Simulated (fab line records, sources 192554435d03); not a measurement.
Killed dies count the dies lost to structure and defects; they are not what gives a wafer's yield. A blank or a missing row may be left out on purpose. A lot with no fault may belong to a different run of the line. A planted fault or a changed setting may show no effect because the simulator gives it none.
fab line records	flow n5Finfet	part 1 of 2: steps 1 to 19 of 33
[record] lots = 5	wafers = 15	lastDay = 17
route steps=1938 shown HKMG_FIN@456 GATE_CUT@465
lots that met no fault: taken from a fault-free run of the same line
startH: start of the lot's first displayed wafer, in hours after the record's first day	waitH: how many hours have passed since the lot's step before this one	" identical to the entry in the row above	L1.1+2: a single row standing in for several wafers	- either no value or no given start	* or withheld: withheld	< > ~ a bound
route shown NAME@n: a module of which the file shows steps, and the number in the route of the first	usual: mean/standard deviation of fault-free wafers	same: alike in all rows	chamber/n: place in a boat	sites: the reading at each site	_std_site: the standard deviation of these	_edge_site: outer sites' mean less inner sites'	radiusMm: how far each site lies from the wafer's centre	mask NAME#n: copy n	behind: tool/chamber where the wafer was last shaped	hold: why the lot was held/for how many hours/how that ended	device: which transistor (n, p or np) failed to switch	end of line: tests of these same wafers at the route's end	for a step that has no rows: nothing shown but its recipe	killed: at the first sort, the dies lost to defects and structure; wafer yield is something else	map: shows each die of a wafer: x if killed, . if not, _ if none is there
set.NAME: the setting the step ran with; set.NAME@STEP: the setting that earlier step ran with	model.NAME: the simulator's own value behind a step, which no gauge read
lots seen at some steps along the route; tables by step, rows by wafer
services: a tool's chamber out of use, with start hour (startH, from the record's first day; less than 0 if before it), hours out, and reason
[[steps]]
[step N5_HKMG_FIN_ALD_21]
[recipe] material = TiN	targetThkA = 15	tempC = 400	aldPrecursorFamily = TiCl4	aldCoReactant = NH3	pulseTimeS = 1	purgeTimeS = 3	coReactantPurgeTimeS = 2	coReactantPulseTimeS = 2	aldCycles = 68	pressureTorr = 3
[usual] heaterPowerW = 875/49	precursorPulseHeightRel = 0.999/0.019
lot.wafer	tool	chamber	startH	waitH	heaterPowerW	precursorPulseHeightRel
L078.2	aldMetal-03	1	103.78	0.3	910	1.020
L078.5	"	1	"	"	934	0.968
L078.6	"	2	"	"	893	0.994
L082.2	aldMetal-01	0	126.72	0.3	820	0.974
L082.3	"	3	"	"	855	1.004
L082.4	"	2	"	"	917	0.993
L087.1	aldMetal-01	3	156.81	0.3	839	0.989
L087.3	"	2	"	"	905	1.015
L087.4	"	0	"	"	826	1.045
L091.2	aldMetal-03	0	182.67	0.3	919	1.015
L091.3	"	1	"	"	927	0.987
L091.4	"	2	"	"	885	0.992
L092.2	aldMetal-01	1	187.19	0.3	853	0.986
L092.5	"	1	"	"	836	0.991
L092.6	"	2	"	"	928	1.010
[step N5_HKMG_FIN_ALD_72]
[recipe] material = W	targetThkA = 20	tempC = 300	pressureTorr = 7.5	aldPrecursorFamily = WF6	aldCoReactant = B2H6	pulseTimeS = 1	purgeTimeS = 2	coReactantPurgeTimeS = 2	coReactantPulseTimeS = 3	aldCycles = 7
[usual] heaterPowerW = 494/28	precursorPulseHeightRel = 0.999/0.022
lot.wafer	tool	chamber	startH	waitH	heaterPowerW	precursorPulseHeightRel
L078.2	cvdW-02	0	104.14	0.2	488	0.986
L078.5	"	1	"	"	501	0.978
L078.6	"	0	"	"	509	0.974
L082.2	cvdW-02	0	127.08	0.2	513	0.980
L082.3	"	1	"	"	500	1.008
L082.4	"	0	"	"	506	0.974
L087.1	cvdW-01	1	157.17	0.2	445	0.992
L087.3	"	1	"	"	449	0.993
L087.4	"	0	"	"	531	1.004
L091.2	cvdW-01	1	183.03	0.2	456	1.004
L091.3	"	1	"	"	450	1.012
L091.4	"	0	"	"	521	0.969
L092.2	cvdW-02	1	187.56	0.2	507	1.027
L092.5	"	0	"	"	495	0.980
L092.6	"	1	"	"	486	0.961
[step N5_HKMG_FIN_W_FILL_22]
[recipe] material = W	targetThkA = 600	tempC = 400	pressureTorr = 39.4	timeS = 18.2
[usual] heaterPowerW = 884/54	throttleValvePct = 19.6/1.2
lot.wafer	tool	chamber	startH	waitH	heaterPowerW	throttleValvePct
L078.2	cvdW-02	0	104.20	0.0	897	17.7
L078.5	"	1	"	"	889	19.4
L078.6	"	0	"	"	908	18.0
L082.2	cvdW-02	0	127.14	0.0	892	17.7
L082.3	"	1	"	"	869	19.1
L082.4	"	0	"	"	888	17.9
L087.1	cvdW-01	1	157.23	0.0	795	21.1
L087.3	"	1	"	"	799	21.3
L087.4	"	0	"	"	939	20.5
L091.2	cvdW-01	1	183.10	0.0	824	21.1
L091.3	"	1	"	"	800	21.1
L091.4	"	0	"	"	969	20.4
L092.2	cvdW-02	1	187.62	0.0	888	19.0
L092.5	"	0	"	"	919	18.0
L092.6	"	1	"	"	899	19.3
[step N5_HKMG_FIN_PRECLEAN_83]
[recipe] chemistry = DIW	timeS = 57.5	tempC = 23
lot.wafer	tool	chamber	startH	waitH
L078.2+5+6	wetBench-02	3,5,4	104.26	0.0
L082.2+3+4	wetBench-02	7,0,2	127.20	0.0
L087.1+3+4	wetBench-05	1,5,4	157.29	0.0
L091.2+3+4	wetBench-01	5,6,0	183.15	0.0
L092.2+5+6	wetBench-01	7,1,0	187.69	0.1
[step N5_HKMG_FIN_SRD_84]
[recipe] dryTimeS = 32	dry = n2Spin	spinRpm = 1500
lot.wafer	tool	chamber	startH	waitH
L078.2+5+6	wetBench-02	3,5,4	104.28	0.0
L082.2+3+4	wetBench-02	7,0,2	127.22	0.0
L087.1+3+4	wetBench-05	1,5,4	157.31	0.0
L091.2+3+4	wetBench-01	5,6,0	183.17	0.0
L092.2+5+6	wetBench-01	7,1,0	187.71	0.0
[step N5_HKMG_FIN_CMP_23]
[recipe] stopOn = SiNx	tOverpolishS = 10	postCmpClean = rinseOnly	downForcePsi = 4	platenRpm = 50.289	padVelocityMS = 1.0006	targetThkNm = 46.326
[usual] motorCurrentA = 11.8/1.1	overpolishRunS = 9.97/0.2	platenRpm = 50.29/0.034	timeToEndpointS = 12/3.4
lot.wafer	tool	chamber	startH	waitH	motorCurrentA	overpolishRunS	platenRpm	timeToEndpointS
L078.2	cmp-04	1	104.48	0.2	9.5	10.00	50.35	17
L078.6	"	3	"	"	12.2	10.01	50.24	14
L078.5	"	0	"	"	10.4	10.01	50.29	16
L082.3	cmp-01	0	127.25	0.0	12.0	10.01	50.33	9
L082.4	"	2	"	"	11.6	10.01	50.30	11
L082.2	"	3	"	"	11.1	10.01	50.28	14
L087.3	cmp-01	1	157.34	0.0	11.3	10.01	50.32	6
L087.1	"	2	"	"	12.3	9.99	50.26	13
L087.4	"	0	"	"	11.3	10.00	50.31	8
L091.4	cmp-04	1	183.20	0.0	10.3	10.00	50.28	14
L091.3	"	3	"	"	12.4	10.00	50.35	11
L091.2	"	0	"	"	10.6	9.99	50.31	9
L092.2	cmp-02	2	187.90	0.2	12.4	9.99	50.30	8
L092.5	"	0	"	"	11.9	10.00	50.27	13
L092.6	"	1	"	"	14.0	10.01	50.30	10
[step N5_HKMG_FIN_CMP_94]
[recipe] stopOn = SiNx	postCmpClean = wDiluteNh4oh	tOverpolishS = 4.7	downForcePsi = 4	platenRpm = 50.289	padVelocityMS = 1.0006	targetThkNm = 43.299
[usual] motorCurrentA = 11.9/1.1	platenRpm = 50.29/0.038
lot.wafer	tool	chamber	startH	waitH	motorCurrentA	platenRpm
L078.2	cmp-04	1	104.86	0.3	10.2	50.30
L078.6	"	3	"	"	12.7	50.23
L078.5	"	0	"	"	10.4	50.33
L082.3	cmp-01	0	127.73	0.4	11.3	50.27
L082.4	"	2	"	"	11.9	50.28
L082.2	"	3	"	"	11.1	50.34
L087.3	cmp-01	1	157.82	0.4	10.8	50.23
L087.1	"	2	"	"	12.3	50.35
L087.4	"	0	"	"	11.6	50.26
L091.4	cmp-04	1	183.68	0.4	10.5	50.28
L091.3	"	3	"	"	12.1	50.26
L091.2	"	0	"	"	10.0	50.30
L092.2	cmp-02	2	188.28	0.3	12.8	50.26
L092.5	"	0	"	"	12.9	50.29
L092.6	"	1	"	"	13.9	50.32
[step N5_HKMG_FIN_INSPECT_28]
[recipe] inspectInstrument = darkfield	mode = postCmp
[usual] rawDefectCount = 38/15
lot.wafer	tool	chamber	startH	waitH	rawDefectCount
L078.2	defectInspect-01	-	105.04	0.0	48
L078.5	"	-	"	"	79
L078.6	"	-	"	"	40
L082.2	defectInspect-02	-	127.96	0.0	37
L082.3	"	-	"	"	41
L082.4	"	-	"	"	63
L087.1	defectInspect-02	-	158.05	0.0	38
L087.3	"	-	"	"	47
L087.4	"	-	"	"	43
L091.2	defectInspect-02	-	183.92	0.0	34
L091.3	"	-	"	"	42
L091.4	"	-	"	"	34
L092.2	defectInspect-02	-	188.45	0.0	42
L092.5	"	-	"	"	17
L092.6	"	-	"	"	57
[step N5_GATE_CUT_ETCHBACK_00]
[recipe] chemistry = SF6/Cl2	target = W	pressureMtorr = 8	icpW = 900	biasW = 80	SF6_flow_sccm = 40	Cl2_flow_sccm = 60
[usual] drypumpMotorCurrentA = 5.80/0.29	oesProductAu = 0.74/0.15	throttleValvePct = 27.48/0.28
lot.wafer	tool	chamber	startH	waitH	drypumpMotorCurrentA	oesProductAu	rfHoursCounterH	throttleValvePct
L078.2	rieMetal-03	0	105.07	0.0	5.59	0.68	78	27.88
L078.5	"	1	"	"	5.75	0.60	-	27.53
L078.6	"	0	"	"	5.61	0.67	-	27.87
L082.2	rieMetal-03	1	128.00	0.0	5.73	0.60	134	27.53
L082.3	"	1	"	"	5.75	0.60	-	27.53
L082.4	"	0	"	"	5.57	0.68	-	27.89
L087.1	rieMetal-01	1	158.09	0.0	5.75	0.90	12	27.44
L087.3	"	1	"	"	5.74	0.90	-	27.49
L087.4	"	0	"	"	6.06	0.61	-	27.01
L091.2	rieMetal-03	0	183.99	0.1	5.58	0.66	-	27.91
L091.3	"	0	"	"	5.57	0.66	-	27.87
L091.4	"	0	"	"	5.57	0.66	-	27.89
L092.2	rieMetal-01	0	188.49	0.0	6.03	0.61	126	27.03
L092.5	"	0	"	"	6.06	0.61	-	27.03
L092.6	"	1	"	"	5.74	0.89	-	27.47
[step N5_GATE_CUT_ETCH_56]
[recipe] chemistry = Cl2/Ar	target = TiN	targetDepthA = 216	pressureMtorr = 10	icpW = 600	biasW = 60	Cl2_flow_sccm = 40	Ar_flow_sccm = 60
[usual] drypumpMotorCurrentA = 5.80/0.29	oesProductAu = 0.74/0.14	throttleValvePct = 20.83/0.12
lot.wafer	tool	chamber	startH	waitH	drypumpMotorCurrentA	oesProductAu	rfHoursCounterH	throttleValvePct
L078.2	rieMetal-03	0	105.19	0.1	5.60	0.68	78	20.91
L078.5	"	1	"	"	5.70	0.61	-	21.03
L078.6	"	0	"	"	5.60	0.68	-	20.88
L082.2	rieMetal-03	1	128.12	0.1	5.74	0.61	134	21.02
L082.3	"	1	"	"	5.75	0.61	-	21.03
L082.4	"	0	"	"	5.56	0.68	-	20.90
L087.1	rieMetal-01	1	158.21	0.1	5.73	0.89	13	20.80
L087.3	"	1	"	"	5.74	0.89	-	20.80
L087.4	"	0	"	"	6.04	0.59	-	20.67
L091.2	rieMetal-03	0	184.22	0.2	5.57	0.66	-	20.92
L091.3	"	0	"	"	5.57	0.67	-	20.92
L091.4	"	0	"	"	5.57	0.66	-	20.90
L092.2	rieMetal-01	0	188.61	0.1	6.06	0.59	126	20.67
L092.5	"	0	"	"	6.07	0.60	-	20.66
L092.6	"	1	"	"	5.77	0.86	-	20.81
[step N5_GATE_CUT_ETCHBACK_30]
[recipe] chemistry = Cl2/Ar	target = TiN	targetDepthA = 30	mode = isotropic	pressureMtorr = 10	icpW = 600	biasW = 60	Cl2_flow_sccm = 40	Ar_flow_sccm = 60
[usual] drypumpMotorCurrentA = 5.80/0.29	oesProductAu = 0.74/0.14	throttleValvePct = 20.83/0.12
lot.wafer	tool	chamber	startH	waitH	drypumpMotorCurrentA	oesProductAu	rfHoursCounterH	throttleValvePct
L078.2	rieMetal-03	0	105.28	0.1	5.58	0.67	78	20.89
L078.5	"	1	"	"	5.74	0.61	-	21.02
L078.6	"	0	"	"	5.59	0.67	-	20.91
L082.2	rieMetal-03	1	128.21	0.1	5.76	0.61	134	21.02
L082.3	"	1	"	"	5.79	0.61	-	21.03
L082.4	"	0	"	"	5.58	0.67	-	20.90
L087.1	rieMetal-01	1	158.30	0.1	5.75	0.89	13	20.79
L087.3	"	1	"	"	5.72	0.89	-	20.81
L087.4	"	0	"	"	6.05	0.60	-	20.66
L091.2	rieMetal-03	0	184.38	0.1	5.58	0.66	-	20.92
L091.3	"	0	"	"	5.57	0.66	-	20.91
L091.4	"	0	"	"	5.58	0.66	-	20.91
L092.2	rieMetal-01	0	188.70	0.1	6.07	0.59	126	20.68
L092.5	"	0	"	"	6.05	0.59	-	20.67
L092.6	"	1	"	"	5.74	0.86	-	20.83
[step N5_GATE_CUT_VAPOR_ETCH_60]
[recipe] chemistry = BCl3/Cl2	target = HfO2	mode = isotropic
[usual] drypumpMotorCurrentA = 5.79/0.29	oesProductAu = 0.74/0.15
lot.wafer	tool	chamber	startH	waitH	drypumpMotorCurrentA	oesProductAu
L078.2	rieMetal-03	0	105.31	0.0	5.57	0.67
L078.5	"	1	"	"	5.75	0.60
L078.6	"	0	"	"	5.57	0.67
L082.2	rieMetal-03	1	128.24	0.0	5.72	0.59
L082.3	"	1	"	"	5.74	0.60
L082.4	"	0	"	"	5.56	0.68
L087.1	rieMetal-01	1	158.33	0.0	5.73	0.90
L087.3	"	1	"	"	5.72	0.90
L087.4	"	0	"	"	6.04	0.60
L091.2	rieMetal-03	0	184.44	0.1	5.58	0.66
L091.3	"	0	"	"	5.57	0.66
L091.4	"	0	"	"	5.56	0.65
L092.2	rieMetal-01	0	188.73	0.0	6.05	0.60
L092.5	"	0	"	"	6.03	0.60
L092.6	"	1	"	"	5.73	0.89
[step N5_GATE_CUT_ETCH_58]
[recipe] chemistry = CH3F/O2	target = SiNx	targetDepthA = 170	timeS = 128.6	ionEnergyEv = 50	pressureMtorr = 30	sourceW = 415	biasW = 21	Ar_flow_sccm = 150	CH3F_flow_sccm = 30	O2_flow_sccm = 20
[usual] drypumpMotorCurrentA = 5.4/0.4	oesProductAu = 0.79/0.085	rfVppV = 99.1/0.82	showerheadPlenumPTorr = 2.00/0.054	throttleValvePct = 16.39/0.23
lot.wafer	tool	chamber	startH	waitH	drypumpMotorCurrentA	oesProductAu	rfHoursCounterH	rfVppV	showerheadPlenumPTorr	throttleValvePct
L078.2	rieDiel-05	2	105.36	0.0	5.8	0.87	41	98.6	2.02	16.12
L078.5	"	1	"	"	5.8	0.84	-	100.3	2.01	16.21
L078.6	"	0	"	"	5.1	0.80	-	99.7	1.93	16.41
L082.2	rieDiel-05	3	128.41	0.2	5.7	0.68	208	99.4	2.09	16.55
L082.3	"	1	"	"	5.8	0.83	78	98.0	2.01	16.21
L082.4	"	0	"	"	5.1	0.79	109	97.6	1.93	16.43
L087.1	rieDiel-04	0	158.38	0.0	5.6	0.93	8	98.6	1.95	16.29
L087.3	"	1	"	"	5.4	0.72	178	99.1	1.99	16.66
L087.4	"	1	"	"	5.4	0.72	-	98.3	1.99	16.66
L091.2	rieDiel-04	0	184.62	0.2	5.6	0.91	18	98.6	1.94	16.35
L091.3	"	2	"	"	5.1	0.88	35	99.3	2.05	16.29
L091.4	"	3	"	"	4.8	1.01	3	98.9	1.98	15.96
L092.2	rieDiel-05	1	188.78	0.0	5.8	0.80	97	100.1	2.00	16.26
L092.5	"	3	"	"	5.7	0.67	-	100.7	2.08	16.57
L092.6	"	2	"	"	5.8	0.83	-	99.0	2.02	16.18
[step N5_GATE_CUT_STRIP_59]
[recipe] chemistry = N2/H2	timeS = 20	powerW = 100	tempC = 40	pressureMtorr = 100	rfFrequencyHz = 6e+07	biasPowerW = 3	n2FlowSccm = 300	h2FlowSccm = 300
[usual] drypumpMotorCurrentA = 5.5/0.41	oesProductAu = 0.79/0.089	rfVppV = 45.3/0.83	showerheadPlenumPTorr = 3.37/0.081	throttleValvePct = 12.25/0.28
lot.wafer	tool	chamber	startH	waitH	drypumpMotorCurrentA	oesProductAu	rfHoursCounterH	rfVppV	showerheadPlenumPTorr	throttleValvePct
L078.2	rieDiel-05	2	105.46	0.1	5.9	0.88	41	45.7	3.43	11.97
L078.5	"	1	"	"	5.8	0.85	-	46.2	3.41	12.00
L078.6	"	0	"	"	5.1	0.79	-	44.6	3.28	12.36
L082.2	rieDiel-05	3	128.51	0.1	5.6	0.68	208	46.1	3.48	12.32
L082.3	"	1	"	"	5.8	0.84	78	44.9	3.40	12.03
L082.4	"	0	"	"	5.2	0.79	109	46.4	3.28	12.36
L087.1	rieDiel-04	0	158.48	0.1	5.6	0.97	8	46.8	3.33	12.15
L087.3	"	1	"	"	5.4	0.73	178	45.0	3.35	12.49
L087.4	"	1	"	"	5.4	0.72	-	46.0	3.35	12.50
L091.2	rieDiel-04	0	184.72	0.1	5.6	0.93	18	45.5	3.32	12.16
L091.3	"	2	"	"	5.2	0.87	35	44.7	3.44	12.14
L091.4	"	3	"	"	4.8	0.99	3	44.5	3.30	11.61
L092.2	rieDiel-05	1	188.88	0.1	5.8	0.82	97	45.4	3.39	12.06
L092.5	"	3	"	"	5.7	0.67	-	45.1	3.47	12.35
L092.6	"	2	"	"	5.8	0.84	-	46.9	3.41	12.04
[step N5_GATE_CUT_PRECLEAN_31]
[recipe] tempC = 23	chemistry = DIW	timeS = 300
lot.wafer	tool	chamber	startH	waitH
L078.2+5+6	wetBench-06	5,0,6	105.55	0.1
L082.2+3+4	wetBench-06	7,4,2	128.59	0.1
L087.1+3+4	wetBench-04	2,7,6	158.56	0.1
L091.2+3+4	wetBench-04	2,3,0	184.80	0.1
L092.2+5+6	wetBench-03	7,6,1	188.96	0.1
[step N5_GATE_CUT_SRD_32]
[recipe] timeS = 30	tempC = 23	rinseLiquid = diw	dry = ipaMarangoni
lot.wafer	tool	chamber	startH	waitH
L078.2+5+6	wetBench-06	5,0,6	108.48	2.8
L082.2+3+4	wetBench-06	7,4,2	128.68	0.0
L087.1+3+4	wetBench-04	2,7,6	158.65	0.0
L091.2+3+4	wetBench-04	2,3,0	184.89	0.0
L092.2+5+6	wetBench-03	7,6,1	189.05	0.0
[step N5_GATE_CUT_SAC_CAP_01]
[recipe] material = SiNx	targetThkA = 240	tempC = 400	aldPrecursorFamily = SiH2I2	aldCoReactant = N2/H2-plasma	pulseTimeS = 1	aldCycles = 480	purgeTimeS = 2	coReactantPurgeTimeS = 2	pressureTorr = 2
[usual] heaterPowerW = 838/100	precursorPulseHeightRel = 0.999/0.023
lot.wafer	tool	chamber	startH	waitH	heaterPowerW	precursorPulseHeightRel
L078.2	aldSin-03	3	108.53	0.0	885	1.022
L078.5	"	2	109.61	1.1	869	1.013
L078.6	"	3	"	"	920	1.002
L082.2	aldSin-01	2	128.80	0.1	741	0.994
L082.3	"	3	"	"	975	0.960
L082.4	"	0	"	"	752	1.056
L087.1	aldSin-04	1	158.70	0.0	1012	1.012
L087.3	"	3	"	"	874	1.012
L087.4	"	2	"	"	787	0.983
L091.2	aldSin-04	1	185.77	0.9	996	0.992
L091.3	"	3	"	"	858	0.992
L091.4	"	2	"	"	791	1.034
L092.2	aldSin-01	1	189.10	0.0	856	1.009
L092.5	"	3	190.18	1.1	996	0.975
L092.6	"	0	"	"	761	1.012
[step N5_GATE_CUT_PECVD_57]
[recipe] material = SiNx	targetThkA = 210	tempC = 400	precursor = SiH4/NH3/N2	pressureTorr = 1.5	rfW = 300
[usual] heaterPowerW = 755/140	showerheadPlenumPTorr = 5.15/0.072	throttleValvePct = 40.8/2.3
lot.wafer	tool	chamber	startH	waitH	heaterPowerW	showerheadPlenumPTorr	throttleValvePct
L078.2	pecvd-04	2	110.72	1.1	903	5.13	36.5
L078.5	"	0	"	"	1042	5.16	44.4
L078.6	"	1	"	"	914	5.04	43.7
L082.2	pecvd-01	0	130.99	1.1	803	5.04	41.2
L082.3	"	1	"	"	621	5.21	40.3
L082.4	"	1	"	"	644	5.22	40.1
L087.1	pecvd-02	0	160.89	1.1	547	5.13	39.9
L087.3	"	2	"	"	648	5.26	42.5
L087.4	"	1	"	"	765	5.13	42.2
L091.2	pecvd-04	1	187.96	1.1	924	5.05	43.7
L091.3	"	0	"	"	981	5.15	44.4
L091.4	"	1	"	"	936	5.05	43.6
L092.2	pecvd-02	0	191.29	1.1	629	5.14	39.8
L092.5	"	0	"	"	629	5.14	39.9
L092.6	"	2	"	"	697	5.25	42.6
[step N5_GATE_CUT_CMP_02]
[recipe] stopOn = SiO2	tOverpolishS = 12.7	postCmpClean = alkalineBrush	downForcePsi = 2.5	platenRpm = 51.8	padVelocityMS = 1.0307	targetThkNm = 0
[usual] motorCurrentA = 9.0/0.89	overpolishRunS = 12.700/0.0096	platenRpm = 51.81/0.037	timeToEndpointS = 24/3.2
lot.wafer	tool	chamber	startH	waitH	motorCurrentA	overpolishRunS	platenRpm	timeToEndpointS
L078.2	cmp-03	3	110.80	0.1	7.6	12.700	51.82	25
L078.6	"	3	"	"	7.9	12.712	51.81	25
L078.5	"	0	"	"	8.9	12.694	51.89	27
L082.3	cmp-02	3	131.07	0.1	9.1	12.703	51.80	26
L082.4	"	0	"	"	10.1	12.706	51.80	20
L082.2	"	1	"	"	10.3	12.678	51.85	24
L087.3	cmp-02	2	161.00	0.1	9.5	12.704	51.76	25
L087.1	"	3	"	"	8.9	12.702	51.81	29
L087.4	"	0	"	"	9.6	12.699	51.87	20
L091.3	cmp-03	3	188.03	0.1	7.3	12.695	51.80	22
L091.4	"	0	"	"	9.6	12.685	51.78	25
L091.2	"	2	"	"	8.6	12.702	51.79	20
L092.2	cmp-03	1	191.40	0.1	9.2	12.705	51.82	19
L092.5	"	0	"	"	9.1	12.714	51.79	24
L092.6	"	1	"	"	9.7	12.703	51.86	21
